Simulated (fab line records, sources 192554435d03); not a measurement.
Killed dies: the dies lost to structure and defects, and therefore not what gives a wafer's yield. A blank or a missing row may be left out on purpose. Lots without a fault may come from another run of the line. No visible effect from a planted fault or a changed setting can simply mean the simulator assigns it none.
A struck lot beside a sound one	flow n5 finfet	27 out of 1938 route steps
Sound: these wafers, L842.1, L842.2, L842.5. Struck: wafer L832.2 (left out: L832.3, L832.4 of the same lot, which were not struck); the cause appears at the end.
At each step with rows: each side's tool, then ch and its chambers, then its first start. Under that, the readings that differ: sound wafers	struck wafers	difference of the means	sigmas: that difference in standard deviations of wafers without a fault.
alike: readings with means less than 2 such deviations apart, plus words and numbers identical on both sides. not compared: withheld readings, readings lacking a value on some wafer, bounds such as >300 that could conceal the same value, and numbers that have no deviation in the record and whose values overlap.
The two part at a step that has a row with sigmas, a row that says differs or no value, or rows on one side only. Non-overlapping numbers with no deviation appear without sigmas and do not part them. Lack of a reading on every wafer of one side parts them only where that side has two or more wafers.

first, 3 steps without rows for these wafers: N5_STI_FIN_REVEAL_ALD_14 (deposits Si3N4, target thk 3 nm); N5_STI_FIN_REVEAL_FCVD_FILL_01 (material SiO2 flowable, target thk 312 nm, time 512.2 s); N5_STI_FIN_REVEAL_DENSIFY_02 (time 1800 s).
N5_STI_FIN_REVEAL_CMP_04: polishes, stops on Si3N4, t overpolish 4 s, target thk 131.83 nm.
  sound on cmp-01 ch 0,1, day 7 10:11; struck on cmp-01 ch 1, day 4 15:10
  alike: motor current A, overpolish run s, retaining ring pressure frac, time to endpoint s
N5_STI_FIN_REVEAL_THK_MEAS_05:
  sound on film metro-01, day 7 10:28; struck on film metro-02, day 4 15:25
  alike: thk nm
N5_STI_FIN_REVEAL_DENSIFY_30:
  sound on rtp anneal-01 ch 0, day 7 10:45; struck on rtp anneal-01 ch 0, day 4 15:28
  alike: lamp power pct, lamp_zone_7_pct
  not compared: wafer_temp_C_max
N5_STI_FIN_REVEAL_ETCHBACK_08: etches SiO2 in C4F6/O2, target depth 30.5 nm, time 10.167 s.
  sound on rie diel-03 ch 0,1,2, day 7 11:19; struck on rie diel-06 ch 1, day 4 15:40
reading	sound	struck	difference	sigmas
drypump motor current A (A)	5.5 5.0 5.2	6.6	+1.4	+3
  alike: oes product au, rf vpp V, showerhead plenum p Torr, throttle valve pct
  not compared: rf hours counter h
N5_STI_FIN_REVEAL_STRIP_24: strips in N2/H2, time 90 s.
  sound on rie diel-03 ch 0,1,2, day 7 11:21; struck on rie diel-06 ch 1, day 4 15:41
reading	sound	struck	difference	sigmas
drypump motor current A (A)	5.5 5.0 5.2	6.6	+1.4	+3
  alike: n2 flow sccm, oes product au, rf vpp V, showerhead plenum p Torr, throttle valve pct
  not compared: rf hours counter h
then, 4 steps without rows for these wafers: N5_STI_FIN_REVEAL_PRECLEAN_25 (cleans in SPM, time 90 s); N5_STI_FIN_REVEAL_PRECLEAN_26 (cleans in SC1, time 45 s); N5_STI_FIN_REVEAL_PRECLEAN_29 (cleans in DHF, time 30 s); N5_STI_FIN_REVEAL_SRD_12 (time 30 s).
N5_STI_FIN_REVEAL_RECESS_09: chemistry HF/NH3, target SiO2, afs cycles 11, target depth 42.5 nm, sublimation time 60 s.
  sound on vapor etch-01 ch 0,1, day 7 11:34; struck on vapor etch-01 ch 0, day 4 15:55
reading	sound	struck	difference	sigmas
model.etch.depth nm (nm)	42.62 42.62 42.62	31.08	-11.54	
  alike: drypump motor current A
then, 7 steps without rows for these wafers: N5_STI_FIN_REVEAL_STRIP_16 (strips SiNx in H3PO4, target depth 23.8 nm); N5_STI_FIN_REVEAL_PRECLEAN_17 (cleans in NF3:NH3, afs cycles 1, time 20 s, sublimation time 60 s); N5_STI_FIN_REVEAL_ETCH_34 (etches Si in H2, material Si, target depth 0.97 nm); N5_STI_FIN_REVEAL_OXIDATION_31 (chemistry O2 PLASMA REMOTE, time 20 s); N5_STI_FIN_REVEAL_PRECLEAN_32 (cleans in NF3:NH3, afs cycles 1, time 20 s, sublimation time 60 s); N5_STI_FIN_REVEAL_STRIP_35 (strips Si3N4 in H3PO4, target depth 4 nm, time 39 s); N5_STI_FIN_REVEAL_SRD_21 (time 30 s).
N5_STI_FIN_REVEAL_OXIDATION_33: chemistry O2 PLASMA REMOTE, time 20 s.
  sound on plasma asher-02 ch 0,1, day 7 14:05; struck on plasma asher-02 ch 1, day 4 18:25
  alike: drypump motor current A, heater power w
  not compared: rf hours counter h
then, 2 steps without rows for these wafers: N5_STI_FIN_REVEAL_CLEAN_19 (cleans in O3/DIW, time 120 s); N5_STI_FIN_REVEAL_SRD_23 (time 30 s).
N5_STI_FIN_REVEAL_CD_MEAS_22: target cd 6.238 nm, pitch 28 nm.
  sound on cd sem-02, day 7 14:14; struck on cd sem-01, day 4 18:35
reading	sound	struck	difference	sigmas
cd nm (nm)	6.20 6.41 6.36	5.44	-0.88	-3
N5_STI_FIN_REVEAL_FIN_H_MEAS_10:
  sound on ocd-01, day 7 14:16; struck on ocd-02, day 4 18:37
reading	sound	struck	difference	sigmas
trench depth nm (nm)	52.1 52.7 52.2	41.6	-10.7	-15
then, 1 step without rows for these wafers: N5_STI_FIN_REVEAL_PRECLEAN_18 (cleans in SC2, time 45 s).
-- a jump in the record: the struck wafers' starts before and after are 6 days apart (it breaks off in module STI_FIN_REVEAL and resumes in module BEOL_M4, where the first step shown is number 1111 of the route) --
N5_BEOL_M4_RC_MEAS_101:
  sound on prober-01 ch 0, day 12 22:02; struck on prober-01 ch 0, day 10 08:47
reading	sound	struck	difference	sigmas
VT_P (mV)	-251 -248 -248	-257	-8	-3
  alike: DIBL_N, DIBL_P, IOFF_N, IOFF_P, ION_N, ION_P, SS_N, SS_P, VT_N

WHERE THEY PART
Earliest at N5_STI_FIN_REVEAL_ETCHBACK_08; latest, in this record, at N5_BEOL_M4_RC_MEAS_101.

WHY: whatever the simulator had introduced
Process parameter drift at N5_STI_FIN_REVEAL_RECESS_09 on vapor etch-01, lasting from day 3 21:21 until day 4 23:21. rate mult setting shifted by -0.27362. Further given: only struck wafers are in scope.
